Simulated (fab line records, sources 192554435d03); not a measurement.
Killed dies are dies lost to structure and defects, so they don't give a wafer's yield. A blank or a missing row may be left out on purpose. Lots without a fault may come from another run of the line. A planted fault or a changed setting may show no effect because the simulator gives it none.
A struck lot beside a sound one | flow n5_finfet | 27 steps out of a route of 1938
Sound: wafers L596.2, L596.3, L596.5. Struck: wafers L612.2, L612.4. (L612.3 of the same lot was not struck and is left out.) The cause comes at the end.
At each step with rows: each side's tool, then ch and its chambers, then its first start. Under that, the readings that differ: sound wafers | struck wafers | difference of the means | sigmas: that difference in standard deviations of wafers without a fault.
alike: readings whose means differ by less than 2 such deviations, and words and numbers that are the same on both sides. not compared: withheld readings, readings that some wafer has no value for, bounds like >300 that may hide the same value, and numbers for which the record gives no deviation and whose values overlap.
The two part at a step that has a row with sigmas, a row that says differs or no value, or rows on one side only. Numbers that don't overlap but have no deviation are shown without sigmas and don't part them. A reading that every wafer of one side lacks parts them only if that side has two wafers or more.

first, 3 steps without rows for these wafers: N5_STI_FIN_REVEAL_ALD_14 (deposits Si3N4, target thk 3 nm); N5_STI_FIN_REVEAL_FCVD_FILL_01 (material SiO2 flowable, target thk 312 nm, time 512.2 s); N5_STI_FIN_REVEAL_DENSIFY_02 (time 1800 s).
N5_STI_FIN_REVEAL_CMP_04: polishes, stops on Si3N4, t overpolish 4 s, target thk 131.83 nm.
  sound on cmp-03 ch 0,1,2, day 2 09:28; struck on cmp-03 ch 1,2, day 6 09:26
  alike: motor_current_A, overpolish_run_s, platen_rpm, time_to_endpoint_s
N5_STI_FIN_REVEAL_THK_MEAS_05:
  sound on film_metro-01, day 2 09:41; struck on film_metro-01, day 6 09:42
  alike: thk_nm
N5_STI_FIN_REVEAL_DENSIFY_30:
  sound on rtp_anneal-02 ch 0, day 2 09:45; struck on rtp_anneal-01 ch 0, day 6 09:45
  alike: lamp_power_pct
  not compared: wafer_temp_C_max
N5_STI_FIN_REVEAL_ETCHBACK_08: etches SiO2 in C4F6/O2, target depth 30.5 nm, time 10.167 s.
  sound on rie_diel-03 ch 2,3, day 2 09:56; struck on rie_diel-03 ch 0, day 6 09:58
  alike: bias_w, drypump_motor_current_A, oes_product_au, rf_vpp_V, showerhead_plenum_p_Torr, throttle_valve_pct
  not compared: rf_hours_counter_h
N5_STI_FIN_REVEAL_STRIP_24: strips in N2/H2, time 90 s.
  sound on rie_diel-03 ch 2,3, day 2 09:58; struck on rie_diel-03 ch 0, day 6 10:00
  alike: drypump_motor_current_A, h2_flow_sccm, oes_product_au, rf_vpp_V, showerhead_plenum_p_Torr, throttle_valve_pct
  not compared: rf_hours_counter_h
then, 4 steps without rows for these wafers: N5_STI_FIN_REVEAL_PRECLEAN_25 (cleans in SPM, time 90 s); N5_STI_FIN_REVEAL_PRECLEAN_26 (cleans in SC1, time 45 s); N5_STI_FIN_REVEAL_PRECLEAN_29 (cleans in DHF, time 30 s); N5_STI_FIN_REVEAL_SRD_12 (time 30 s).
N5_STI_FIN_REVEAL_RECESS_09: chemistry HF/NH3, target SiO2, afs cycles 11, target depth 42.5 nm, sublimation time 60 s.
  sound on vapor_etch-02 ch 0,1, day 2 10:11; struck on vapor_etch-01 ch 1, day 6 10:13
  alike: drypump_motor_current_A
then, 3 steps without rows for these wafers: N5_STI_FIN_REVEAL_STRIP_16 (strips SiNx in H3PO4, target depth 23.8 nm); N5_STI_FIN_REVEAL_PRECLEAN_17 (cleans in NF3:NH3, afs cycles 1, time 20 s, sublimation time 60 s); N5_STI_FIN_REVEAL_ETCH_34 (etches Si in H2, material Si, target depth 0.97 nm).
N5_STI_FIN_REVEAL_OXIDATION_31: chemistry O2 PLASMA REMOTE, time 20 s.
  sound on plasma_asher-01 ch 0,1, day 2 12:22; struck on plasma_asher-02 ch 0, day 6 12:23
  reading                     | sound       | struck  | difference | sigmas
  drypump_motor_current_A (A) | 6.0 6.5 6.0 | 5.1 5.1 | -1.1       | -2
  alike: heater_power_w
  not compared: rf_hours_counter_h
then, 6 steps without rows for these wafers: N5_STI_FIN_REVEAL_PRECLEAN_32 (cleans in NF3:NH3, afs cycles 1, time 20 s, sublimation time 60 s); N5_STI_FIN_REVEAL_STRIP_35 (strips Si3N4 in H3PO4, target depth 4 nm, time 39 s); N5_STI_FIN_REVEAL_SRD_21 (time 30 s); N5_STI_FIN_REVEAL_OXIDATION_33 (chemistry O2 PLASMA REMOTE, time 20 s); N5_STI_FIN_REVEAL_CLEAN_19 (cleans in O3/DIW, time 120 s); N5_STI_FIN_REVEAL_SRD_23 (time 30 s).
N5_STI_FIN_REVEAL_CD_MEAS_22: target cd 6.238 nm, pitch 28 nm.
  sound on cd_sem-02, day 2 12:53; struck on cd_sem-02, day 6 12:54
  alike: cd_nm
N5_STI_FIN_REVEAL_FIN_H_MEAS_10:
  sound on ocd-02, day 2 12:55; struck on ocd-01, day 6 12:56
  reading              | sound          | struck    | difference | sigmas
  trench_depth_nm (nm) | 52.0 52.1 51.8 | 49.1 48.8 | -3.0       | -5
then, 2 steps without rows for these wafers: N5_STI_FIN_REVEAL_PRECLEAN_18 (cleans in SC2, time 45 s); N5_PASSIVATION_PROBE_49.

WHERE THEY PART
First at N5_STI_FIN_REVEAL_OXIDATION_31; last, within this record, at N5_STI_FIN_REVEAL_FIN_H_MEAS_10.

WHY: what the simulator had put in
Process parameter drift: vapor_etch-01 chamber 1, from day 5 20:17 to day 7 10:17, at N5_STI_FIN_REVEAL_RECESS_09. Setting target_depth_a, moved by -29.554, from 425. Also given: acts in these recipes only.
